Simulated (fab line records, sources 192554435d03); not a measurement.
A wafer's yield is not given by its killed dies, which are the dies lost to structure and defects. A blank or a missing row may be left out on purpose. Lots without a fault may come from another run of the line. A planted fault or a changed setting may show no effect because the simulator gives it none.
Which tool was responsible? | flow n5 finfet | Sampling: 24 lots, 72 wafers, 6 of 1938 route steps

WHAT THE GAUGES SHOWED, per wafer
Not one reading of a measure or inspect step in the record can be checked against a usual standard deviation.

WHICH TOOL RAN EACH LOT (tool, then ch and the chambers of the sampled wafers, then the start)
lot  | N5_BEOL_M9_ANNEAL_51             | N5_BEOL_M10_PECVD_70            | N5_BEOL_M10_ETCH_61                | N5_BEOL_M10_STRIP_67               | N5_BEOL_M10_SURFACE_TREAT_76 | N5_BEOL_M11_HM_DEP_02
L075 | rtp anneal-02 ch 0, day 11 03:43 | pecvd-01 ch 0,1, day 11 05:13   | rie diel-03 ch 0,2,3, day 11 07:44 | rie diel-03 ch 0,2,3, day 11 07:55 | pvd sputter-01, day 11 19:19 | pvd sputter-02, day 11 21:34
L074 | rtp anneal-01 ch 0, day 11 07:58 | pecvd-03 ch 0,1,2, day 11 09:21 | rie diel-06 ch 0,1,2, day 11 11:50 | rie diel-06 ch 0,1,2, day 11 12:01 | pvd sputter-01, day 11 19:49 | pvd sputter-02, day 11 21:47
L077 | rtp anneal-01 ch 0, day 12 05:00 | pecvd-01 ch 0,1,2, day 12 06:19 | rie diel-06 ch 0,1,3, day 12 06:59 | rie diel-06 ch 0,1,3, day 12 07:10 | pvd sputter-01, day 12 14:08 | pvd sputter-02, day 12 18:23
L076 | rtp anneal-01 ch 0, day 12 06:05 | pecvd-01 ch 0,1, day 12 07:28   | rie diel-03 ch 0,1,2, day 12 10:14 | rie diel-03 ch 0,1,2, day 12 10:26 | pvd sputter-02, day 12 14:52 | pvd sputter-02, day 12 19:13
L078 | rtp anneal-01 ch 0, day 12 06:19 | pecvd-01 ch 1,2, day 12 07:46   | rie diel-05 ch 0,2,3, day 12 10:27 | rie diel-05 ch 0,2,3, day 12 10:39 | pvd sputter-01, day 12 14:51 | pvd sputter-02, day 12 19:25
L079 | rtp anneal-01 ch 0, day 12 06:40 | pecvd-03 ch 0,2, day 12 08:01   | rie diel-03 ch 2,3, day 12 10:29   | rie diel-03 ch 2,3, day 12 10:41   | pvd sputter-01, day 12 14:34 | pvd sputter-02, day 12 19:01
L081 | rtp anneal-01 ch 0, day 12 15:04 | pecvd-01 ch 0,2, day 12 16:30   | rie diel-05 ch 2,3, day 12 19:14   | rie diel-05 ch 2,3, day 12 19:25   | pvd sputter-02, day 12 23:04 | pvd sputter-01, day 13 03:10
L082 | rtp anneal-02 ch 0, day 12 15:29 | pecvd-04 ch 0,1,2, day 12 16:59 | rie diel-05 ch 0,1,2, day 12 19:53 | rie diel-05 ch 0,1,2, day 12 20:05 | pvd sputter-01, day 12 23:48 | pvd sputter-01, day 13 03:50
L080 | rtp anneal-01 ch 0, day 13 00:09 | pecvd-03 ch 1,2, day 13 01:33   | rie diel-06 ch 1,3, day 13 04:04   | rie diel-06 ch 1,3, day 13 04:16   | pvd sputter-02, day 13 09:21 | pvd sputter-01, day 13 13:05
L083 | rtp anneal-02 ch 0, day 13 21:17 | pecvd-04 ch 0,2, day 13 22:50   | rie diel-06 ch 0,1, day 14 00:57   | rie diel-06 ch 0,1, day 14 01:15   | pvd sputter-01, day 14 04:01 | pvd sputter-02, day 14 07:16
L084 | rtp anneal-02 ch 0, day 14 00:45 | pecvd-03 ch 0,1, day 14 02:10   | rie diel-05 ch 1,2, day 14 04:11   | rie diel-05 ch 1,2, day 14 04:23   | pvd sputter-02, day 14 07:49 | pvd sputter-02, day 14 11:06
L085 | rtp anneal-02 ch 0, day 14 18:10 | pecvd-03 ch 0,2, day 14 19:35   | rie diel-06 ch 0,3, day 14 21:55   | rie diel-06 ch 0,3, day 14 22:06   | pvd sputter-03, day 15 01:37 | pvd sputter-02, day 15 04:37
L086 | rtp anneal-02 ch 0, day 14 19:28 | pecvd-03 ch 0,2, day 14 20:50   | rie diel-06 ch 0,2, day 14 22:11   | rie diel-06 ch 0,2, day 14 22:23   | pvd sputter-03, day 15 01:56 | pvd sputter-02, day 15 07:39
L087 | rtp anneal-02 ch 0, day 14 21:58 | pecvd-03 ch 0,1,2, day 14 23:21 | rie diel-03 ch 1,2,3, day 15 01:51 | rie diel-03 ch 1,2,3, day 15 02:02 | pvd sputter-02, day 15 05:30 | pvd sputter-02, day 15 10:38
L088 | rtp anneal-02 ch 0, day 15 21:17 | pecvd-01 ch 1,2, day 15 22:42   | rie diel-03 ch 0,1,3, day 15 23:40 | rie diel-03 ch 0,1,3, day 15 23:51 | pvd sputter-01, day 16 03:45 | pvd sputter-01, day 16 08:58
L089 | rtp anneal-02 ch 0, day 16 06:04 | pecvd-04 ch 0,2, day 16 07:32   | rie diel-05 ch 2,3, day 16 09:20   | rie diel-05 ch 2,3, day 16 09:32   | pvd sputter-02, day 16 12:50 | pvd sputter-03, day 16 18:18
L090 | rtp anneal-01 ch 0, day 16 22:55 | pecvd-03 ch 0,1,2, day 17 00:31 | rie diel-06 ch 0,1, day 17 04:16   | rie diel-06 ch 0,1, day 17 04:28   | pvd sputter-03, day 17 08:31 | pvd sputter-03, day 17 14:13
L094 | rtp anneal-02 ch 0, day 16 23:56 | pecvd-04 ch 0,1,2, day 17 01:25 | rie diel-03 ch 1,2, day 17 04:17   | rie diel-03 ch 1,2, day 17 04:29   | pvd sputter-02, day 17 08:17 | pvd sputter-02, day 17 11:59
L092 | rtp anneal-02 ch 0, day 17 10:40 | pecvd-04 ch 0,2, day 17 12:42   | rie diel-05 ch 2,3, day 17 14:59   | rie diel-05 ch 2,3, day 17 15:11   | pvd sputter-02, day 17 20:05 | pvd sputter-01, day 18 02:01
L093 | rtp anneal-01 ch 0, day 17 11:19 | pecvd-03 ch 0,2, day 17 13:11   | rie diel-03 ch 1,2,3, day 17 15:05 | rie diel-03 ch 1,2,3, day 17 15:17 | pvd sputter-02, day 17 20:01 | pvd sputter-03, day 18 00:12
L091 | rtp anneal-02 ch 0, day 17 12:31 | pecvd-01 ch 0,1, day 17 13:55   | rie diel-06 ch 0,1,2, day 17 15:10 | rie diel-06 ch 0,1,2, day 17 15:22 | pvd sputter-02, day 17 19:28 | pvd sputter-03, day 17 21:44
L095 | rtp anneal-01 ch 0, day 17 14:08 | pecvd-04 ch 0,1, day 17 15:34   | rie diel-05 ch 0,3, day 17 18:32   | rie diel-05 ch 0,3, day 17 18:49   | pvd sputter-03, day 17 21:50 | pvd sputter-02, day 18 02:31
L097 | rtp anneal-02 ch 0, day 17 20:07 | pecvd-03 ch 0,2, day 17 21:34   | rie diel-06 ch 0,3, day 17 22:23   | rie diel-06 ch 0,3, day 17 22:34   | pvd sputter-03, day 18 03:13 | pvd sputter-02, day 18 06:26
L096 | rtp anneal-02 ch 0, day 18 07:43 | pecvd-01 ch 0,1, day 18 09:14   | rie diel-05 ch 0,3, day 18 10:17   | rie diel-05 ch 0,3, day 18 10:29   | pvd sputter-01, day 18 15:05 | pvd sputter-02, day 18 18:15
- N5_BEOL_M9_ANNEAL_51: time 90 s.
- N5_BEOL_M10_PECVD_70: deposits SiO2 from TEOS/O2, target thk 20 nm, time 22.7 s.
- N5_BEOL_M10_ETCH_61: etches SiARC in CF4, target depth 39 nm, time 65 s.
- N5_BEOL_M10_STRIP_67: strips in CF4.
- N5_BEOL_M10_SURFACE_TREAT_76
- N5_BEOL_M11_HM_DEP_02: deposits TiN, target thk 20 nm.

WHAT THE TOOLS THEMSELVES READ (means of the sampled wafers that have a number; where no wafer has one, the mark that the record gives instead)
N5_BEOL_M9_ANNEAL_51. Usual: wafer_temp_C_max reads 226.0 (standard deviation 0.4).
lot  | tool          | wafer_temp_C_max | flag
L075 | rtp anneal-02 | 226.1            |
L074 | rtp anneal-01 | 225.8            |
L077 | rtp anneal-01 | 225.6            |
L076 | rtp anneal-01 | 225.5            |
L078 | rtp anneal-01 | 225.8            |
L079 | rtp anneal-01 | 225.4            |
L081 | rtp anneal-01 | 225.6            |
L082 | rtp anneal-02 | 226.3            |
L080 | rtp anneal-01 | 225.6            |
L083 | rtp anneal-02 | 225.9            |
L084 | rtp anneal-02 | 226.3            |
L085 | rtp anneal-02 | 226.3            |
L086 | rtp anneal-02 | 226.1            |
L087 | rtp anneal-02 | 226.2            |
L088 | rtp anneal-02 | 226.3            |
L089 | rtp anneal-02 | 226.3            |
L090 | rtp anneal-01 | 225.5            |
L094 | rtp anneal-02 | 226.9            |
L092 | rtp anneal-02 | 226.4            |
L093 | rtp anneal-01 | 225.7            |
L091 | rtp anneal-02 | 226.3            |
L095 | rtp anneal-01 | 225.7            |
L097 | rtp anneal-02 | 226.2            |
L096 | rtp anneal-02 | 226.3            |

N5_BEOL_M10_PECVD_70. Usual: heater power w 737 W, standard deviation 87; showerhead plenum p Torr 8.79 Torr, standard deviation 0.05; throttle valve pct 22.2 %, standard deviation 1.4.
lot  | tool     | heater power w (W) | showerhead plenum p Torr (Torr) | throttle valve pct (%) | flag
L075 | pecvd-01 | 617                | 8.73                            | 21.8                   |
L074 | pecvd-03 | 830                | 8.79                            | 22.5                   |
L077 | pecvd-01 | 710                | 8.77                            | 21.4                   |
L076 | pecvd-01 | 683                | 8.76                            | 22.5                   |
L078 | pecvd-01 | 775                | 8.80                            | 22.0                   |
L079 | pecvd-03 | 708                | 8.78                            | 23.6                   |
L081 | pecvd-01 | 654                | 8.73                            | 21.3                   |
L082 | pecvd-04 | 675                | 8.85                            | 22.1                   |
L080 | pecvd-03 | 785                | 8.77                            | 21.3                   |
L083 | pecvd-04 | 696                | 8.81                            | 23.0                   |
L084 | pecvd-03 | 829                | 8.77                            | 23.1                   |
L085 | pecvd-03 | 816                | 8.78                            | 23.5                   |
L086 | pecvd-03 | 746                | 8.79                            | 22.2                   |
L087 | pecvd-03 | 785                | 8.79                            | 22.6                   |
L088 | pecvd-01 | 766                | 8.82                            | 21.3                   |
L089 | pecvd-04 | 668                | 8.82                            | 22.5                   |
L090 | pecvd-03 | 796                | 8.78                            | 22.6                   |
L094 | pecvd-04 | 711                | 8.85                            | 22.2                   |
L092 | pecvd-04 | 713                | 8.82                            | 22.6                   |
L093 | pecvd-03 | 818                | 8.79                            | 23.5                   |
L091 | pecvd-01 | 652                | 8.73                            | 22.0                   |
L095 | pecvd-04 | 723                | 8.87                            | 22.0                   |
L097 | pecvd-03 | 755                | 8.77                            | 23.7                   |
L096 | pecvd-01 | 649                | 8.75                            | 22.3                   |

N5_BEOL_M10_ETCH_61. Usual: for chamber pressure mTorr, 40.00 mTorr with a standard deviation of 0.038; for drypump motor current A, 5.51 A with a standard deviation of 0.23; for etch rf on time s, 65.4 s with a standard deviation of 0.99; for oes product au, 0.66 a.u. with a standard deviation of 0.07; for rf vpp V, 183.8 V with a standard deviation of 1.2; for showerhead plenum p Torr, 2.13 Torr with a standard deviation of 0.072; for throttle valve pct, 15.62 % with a standard deviation of 0.26.
lot  | tool        | chamber pressure mTorr (mTorr) | drypump motor current A (A) | etch rf on time s (s) | oes product au (a.u.) | rf vpp V (V) | showerhead plenum p Torr (Torr) | throttle valve pct (%) | flag
L075 | rie diel-03 | 40.02                          | 5.44                        | 66.2                  | 0.64                  | 183.4        | 2.09                            | 15.73                  |
L074 | rie diel-06 | 40.01                          | 5.55                        | 65.0                  | 0.63                  | 183.3        | 2.11                            | 15.54                  |
L077 | rie diel-06 | 40.01                          | 5.57                        | 65.5                  | 0.64                  | 183.6        | 2.11                            | 15.63                  |
L076 | rie diel-03 | 39.97                          | 5.50                        | 66.1                  | 0.64                  | 183.8        | 2.09                            | 15.56                  |
L078 | rie diel-05 | 40.01                          | 5.54                        | 66.2                  | 0.64                  | 184.3        | 2.17                            | 15.70                  |
L079 | rie diel-03 | 40.01                          | 5.40                        | 66.0                  | 0.67                  | 183.3        | 2.10                            | 15.79                  |
L081 | rie diel-05 | 39.98                          | 5.81                        | 66.9                  | 0.64                  | 184.0        | 2.14                            | 15.57                  |
L082 | rie diel-05 | 39.99                          | 5.52                        | 65.6                  | 0.65                  | 184.8        | 2.17                            | 15.70                  |
L080 | rie diel-06 | 40.00                          | 5.49                        | 64.3                  | 0.65                  | 183.9        | 2.15                            | 15.60                  |
L083 | rie diel-06 | 39.98                          | 5.65                        | 65.2                  | 0.61                  | 182.4        | 2.07                            | 15.70                  |
L084 | rie diel-05 | 40.00                          | 5.64                        | 64.3                  | 0.69                  | 184.6        | 2.16                            | 15.55                  |
L085 | rie diel-06 | 39.95                          | 5.39                        | 66.0                  | 0.62                  | 183.2        | 2.10                            | 15.82                  |
L086 | rie diel-06 | 40.05                          | 5.37                        | 65.4                  | 0.59                  | 183.5        | 2.08                            | 15.66                  |
L087 | rie diel-03 | 39.98                          | 5.44                        | 66.1                  | 0.66                  | 183.1        | 2.09                            | 15.64                  |
L088 | rie diel-03 | 40.03                          | 5.41                        | 66.4                  | 0.65                  | 184.2        | 2.14                            | 15.63                  |
L089 | rie diel-05 | 39.99                          | 5.70                        | 65.0                  | 0.75                  | 184.2        | 2.14                            | 15.43                  |
L090 | rie diel-06 | 40.03                          | 5.64                        | 64.8                  | 0.75                  | 185.0        | 2.23                            | 15.42                  |
L094 | rie diel-03 | 40.00                          | 5.56                        | 65.6                  | 0.63                  | 182.4        | 2.02                            | 15.64                  |
L092 | rie diel-05 | 39.99                          | 5.83                        | 65.2                  | 0.76                  | 183.9        | 2.13                            | 15.31                  |
L093 | rie diel-03 | 40.00                          | 5.45                        | 65.7                  | 0.64                  | 183.5        | 2.09                            | 15.68                  |
L091 | rie diel-06 | 40.01                          | 5.56                        | 65.3                  | 0.76                  | 183.5        | 2.17                            | 15.30                  |
L095 | rie diel-05 | 39.98                          | 5.28                        | 66.2                  | 0.62                  | 184.5        | 2.19                            | 15.93                  |
L097 | rie diel-06 | 39.99                          | 5.38                        | 64.9                  | 0.68                  | 184.2        | 2.17                            | 15.71                  |
L096 | rie diel-05 | 39.96                          | 5.27                        | 64.8                  | 0.62                  | 185.2        | 2.18                            | 15.93                  |

N5_BEOL_M10_STRIP_67. Usual: for bias power w, 74.97 W with a standard deviation of 0.2; for chamber pressure mTorr, 50.00 mTorr with a standard deviation of 0.046; for drypump motor current A, 5.50 A with a standard deviation of 0.23; for oes product au, 0.77 a.u. with a standard deviation of 0.078; for rf vpp V, 270.9 V with a standard deviation of 1.5; for showerhead plenum p Torr, 1.79 Torr with a standard deviation of 0.06; for throttle valve pct, 13.60 % with a standard deviation of 0.27.
lot  | tool        | bias power w (W) | chamber pressure mTorr (mTorr) | drypump motor current A (A) | oes product au (a.u.) | rf vpp V (V) | showerhead plenum p Torr (Torr) | throttle valve pct (%) | flag
L075 | rie diel-03 | 74.80            | 50.02                          | 5.44                        | 0.76                  | 270.4        | 1.76                            | 13.72                  |
L074 | rie diel-06 | 74.95            | 50.03                          | 5.54                        | 0.73                  | 270.2        | 1.77                            | 13.52                  |
L077 | rie diel-06 | 74.87            | 49.97                          | 5.56                        | 0.75                  | 270.4        | 1.77                            | 13.60                  |
L076 | rie diel-03 | 75.29            | 50.01                          | 5.49                        | 0.76                  | 270.3        | 1.75                            | 13.53                  |
L078 | rie diel-05 | 74.92            | 50.04                          | 5.54                        | 0.77                  | 271.3        | 1.82                            | 13.70                  |
L079 | rie diel-03 | 75.01            | 50.00                          | 5.38                        | 0.79                  | 270.0        | 1.77                            | 13.77                  |
L081 | rie diel-05 | 75.06            | 50.03                          | 5.78                        | 0.75                  | 270.6        | 1.79                            | 13.56                  |
L082 | rie diel-05 | 74.95            | 49.98                          | 5.52                        | 0.77                  | 272.4        | 1.82                            | 13.67                  |
L080 | rie diel-06 | 74.99            | 50.03                          | 5.48                        | 0.76                  | 271.5        | 1.80                            | 13.59                  |
L083 | rie diel-06 | 75.23            | 49.98                          | 5.66                        | 0.72                  | 270.2        | 1.73                            | 13.68                  |
L084 | rie diel-05 | 75.11            | 49.98                          | 5.67                        | 0.80                  | 271.1        | 1.81                            | 13.52                  |
L085 | rie diel-06 | 75.04            | 49.97                          | 5.38                        | 0.74                  | 270.1        | 1.75                            | 13.81                  |
L086 | rie diel-06 | 74.63            | 50.01                          | 5.35                        | 0.69                  | 270.7        | 1.75                            | 13.67                  |
L087 | rie diel-03 | 75.17            | 50.01                          | 5.44                        | 0.77                  | 270.7        | 1.75                            | 13.63                  |
L088 | rie diel-03 | 75.14            | 50.03                          | 5.37                        | 0.77                  | 270.5        | 1.80                            | 13.62                  |
L089 | rie diel-05 | 75.03            | 49.97                          | 5.70                        | 0.87                  | 270.7        | 1.80                            | 13.39                  |
L090 | rie diel-06 | 74.85            | 50.00                          | 5.65                        | 0.88                  | 273.2        | 1.87                            | 13.35                  |
L094 | rie diel-03 | 75.21            | 50.00                          | 5.55                        | 0.74                  | 269.2        | 1.70                            | 13.65                  |
L092 | rie diel-05 | 75.06            | 49.99                          | 5.80                        | 0.88                  | 270.8        | 1.78                            | 13.26                  |
L093 | rie diel-03 | 74.91            | 50.01                          | 5.45                        | 0.76                  | 270.6        | 1.75                            | 13.67                  |
L091 | rie diel-06 | 74.81            | 49.98                          | 5.55                        | 0.89                  | 271.8        | 1.82                            | 13.26                  |
L095 | rie diel-05 | 75.00            | 49.97                          | 5.26                        | 0.73                  | 271.8        | 1.84                            | 13.92                  |
L097 | rie diel-06 | 74.99            | 50.00                          | 5.39                        | 0.80                  | 272.1        | 1.82                            | 13.67                  |
L096 | rie diel-05 | 74.99            | 50.02                          | 5.27                        | 0.73                  | 271.6        | 1.83                            | 13.92                  |

N5_BEOL_M11_HM_DEP_02. Usual: throttle valve pct reads 30.2 % (standard deviation 1.4).
lot  | tool           | throttle valve pct (%) | flag
L075 | pvd sputter-02 | 29.3                   |
L074 | pvd sputter-02 | 30.4                   |
L077 | pvd sputter-02 | 30.3                   |
L076 | pvd sputter-02 | 29.3                   |
L078 | pvd sputter-02 | 29.3                   |
L079 | pvd sputter-02 | 29.3                   |
L081 | pvd sputter-01 | 30.5                   |
L082 | pvd sputter-01 | 31.8                   |
L080 | pvd sputter-01 | 31.7                   |
L083 | pvd sputter-02 | 30.3                   |
L084 | pvd sputter-02 | 30.2                   |
L085 | pvd sputter-02 | 29.4                   |
L086 | pvd sputter-02 | 30.3                   |
L087 | pvd sputter-02 | 30.2                   |
L088 | pvd sputter-01 | 29.1                   |
L089 | pvd sputter-03 | 30.8                   |
L090 | pvd sputter-03 | 29.8                   |
L094 | pvd sputter-02 | 31.1                   |
L092 | pvd sputter-01 | 30.2                   |
L093 | pvd sputter-03 | 31.4                   |
L091 | pvd sputter-03 | 31.1                   |
L095 | pvd sputter-02 | 30.5                   |
L097 | pvd sputter-02 | 29.4                   |
L096 | pvd sputter-02 | 29.2                   |

THE ANSWER, worked out from the rows above alone
Rule: lot off if the mean of its wafers having a number is beyond 3 standard deviations from the usual mean. Also off: a lot with no number at a reading for which 4 or more lots have one. The other lots that the step has rows for count as sound. Order of review: gauges by route order, followed by the tools' own readings, for which a lot's mean as printed above is used. At the first step where some lot is off, the reading lying furthest off is the one used; lots without a number count as furthest.
Nothing can be told from this: no lot is off at any reading shown.

WHAT THE SIMULATOR PUT IN
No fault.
